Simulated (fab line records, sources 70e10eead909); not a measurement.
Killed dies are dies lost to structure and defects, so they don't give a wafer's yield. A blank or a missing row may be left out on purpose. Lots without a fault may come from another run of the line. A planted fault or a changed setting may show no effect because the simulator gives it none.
Chamber matching | flow nand_harc | NHARC_P_M1_DESCUM_14 on rie_diel-07: 4 sister chambers
The step chemistry O2, time 3 s. 4 wafers are shown with their chamber, then 12 later ones without.

WAFERS WITH THEIR CHAMBER
wafer  | chamber | drypump_motor_current_A (A)
L093.5 | 1       | 6.5
L094.1 | 3       | 5.3
L094.2 | 0       | 5.7
L094.4 | 2       | 5.4

WAFERS WITHOUT THEIR CHAMBER
wafer  | drypump_motor_current_A (A)
L094.3 | 6.5
L094.5 | 5.4
L094.6 | 5.3
L095.2 | 5.3
L095.5 | 5.4
L095.6 | 5.3
L096.1 | 5.3
L096.4 | 5.7
L096.6 | 5.7
L096.2 | 5.4
L096.3 | 6.4
L096.5 | 6.5

WHICH CHAMBER EACH WENT THROUGH
wafer  | from the rows above | in truth
L094.3 | 1                   | 1
L094.5 | 2                   | 2
L094.6 | 3                   | 3
L095.2 | 3                   | 3
L095.5 | 2                   | 2
L095.6 | 3                   | 3
L096.1 | 3                   | 3
L096.4 | 0                   | 0
L096.6 | 0                   | 0
L096.2 | 2                   | 2
L096.3 | 1                   | 1
L096.5 | 1                   | 1
Placed correctly: 12 of 12. Can't be placed from these rows: 0. Placed wrongly: 0.
How it was worked out, from the rows above alone: a wafer's distance from a chamber is the root of the sum, over the readings, of the square of ((its reading less the chamber's mean) divided by the reading's scatter). The wafer belongs to the nearest chamber; if the next one is less than 2 further off, it can't be placed. A chamber's mean is the mean of its shown wafers. The scatter: with one shown wafer a chamber, the root of the mean of the squares of how far each hidden wafer lies from its nearest shown one.
